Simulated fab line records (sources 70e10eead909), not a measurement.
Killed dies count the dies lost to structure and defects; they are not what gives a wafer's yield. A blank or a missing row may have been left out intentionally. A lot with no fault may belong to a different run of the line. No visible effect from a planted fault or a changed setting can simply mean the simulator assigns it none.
Struck lot and sound lot, side by side -- flow nand-harc -- 15 steps out of a route of 1302
Sound: the wafers L814.1, L814.2, L814.6. The struck wafers were L825.2, L825.3, L825.5. The cause is given at the end.
Per side, at each step with rows, come the tool, then ch with its chambers, and then its first start. Under that, the readings that differ: sound wafers -- struck wafers -- difference of the means -- sigmas: that difference in standard deviations of wafers without a fault.
alike: a reading whose means differ by less than 2 such deviations, as well as words and numbers matching on both sides. not compared: withheld readings; readings where some wafer has no value; bounds like >300 that might hide an equal value; numbers whose values overlap and for which the record gives no deviation.
The two part at a step that has a row with sigmas, a row that says differs or no value, or rows on one side only. When numbers do not overlap yet have no deviation, they are printed without sigmas and do not part them. A reading that every wafer of one side lacks parts them only if that side has two wafers or more.

first, 8 steps without rows for these wafers: NHARC_THIN_TSV_DEHYDRATE_25 (time 120 s); NHARC_THIN_TSV_HMDS_26 (time 30 s); NHARC_THIN_TSV_COAT_27; NHARC_THIN_TSV_SOFTBAKE_28 (time 95 s); NHARC_THIN_TSV_EBR_29; NHARC_THIN_TSV_EXPOSE_30 (exposes mask PAD); NHARC_THIN_TSV_PEB_31 (peb time 85 s); NHARC_THIN_TSV_DEVELOP_32 (time 70 s).
NHARC_THIN_TSV_CD_MEAS_33: target cd 5000 nm.
  sound on cd-sem-02 ch 0, day 26 15:53; struck on cd-sem-01 ch 0, day 32 08:49
  alike: cd-nm
then, 1 step without rows for these wafers: NHARC_THIN_TSV_HARDBAKE_34 (time 80 s).
NHARC_THIN_TSV_DESCUM_35: chemistry O2, time 3 s.
  sound on rie-diel-01 ch 0,2, day 26 16:04; struck on rie-diel-03 ch 1,2,3, day 32 08:59
  alike: drypump-motor-current-A, oes-product-au, rf-vpp-V, showerhead-plenum-p-Torr, throttle-valve-pct
  not compared: rf-hours-counter-h
NHARC_THIN_TSV_ETCH_59: etches the open film in Cl2/BCl3, target depth 880 nm, time 138.1 s.
  sound on rie-metal-02 ch 0,1, day 26 16:11; struck on rie-metal-02 ch 0,1, day 32 09:07
  alike: drypump-motor-current-A, oes-product-au, run-length-s, throttle-valve-pct
  not compared: rf-hours-counter-h
NHARC_THIN_TSV_ETCH_36: etches the open film in Cl2/BCl3, target depth 65 nm, time 18.571 s.
  sound on rie-metal-02 ch 0,1, day 26 16:27; struck on rie-metal-02 ch 0, day 32 09:22
reading,sound,struck,difference,sigmas
run-length-s (s),39.4 38.9 39.6,33.8 34.0 34.3,-5.3,-13
  alike: drypump-motor-current-A, oes-product-au
  not compared: rf-hours-counter-h
NHARC_THIN_TSV_STRIP_56: strips in O2.
  sound on plasma-asher-01 ch 0,1, day 26 16:33; struck on plasma-asher-02 ch 0,1, day 32 09:31
reading,sound,struck,difference,sigmas
heater-power-w (W),355 347 349,276 266 275,-78,-2
  alike: drypump-motor-current-A
  not compared: rf-hours-counter-h
NHARC_END_SORT_01:
  the record has rows for the sound wafers here (prober-02 ch 0, day 27 00:57) and none for the struck ones

== WHERE THEY PART ==
Earliest at NHARC_THIN_TSV_ETCH_36; latest, in this record, at NHARC_END_SORT_01.

WHY: what had been put in by the simulator
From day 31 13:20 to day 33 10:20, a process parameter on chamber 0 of rie-metal-02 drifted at NHARC_THIN_TSV_ETCH_36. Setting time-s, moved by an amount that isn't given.
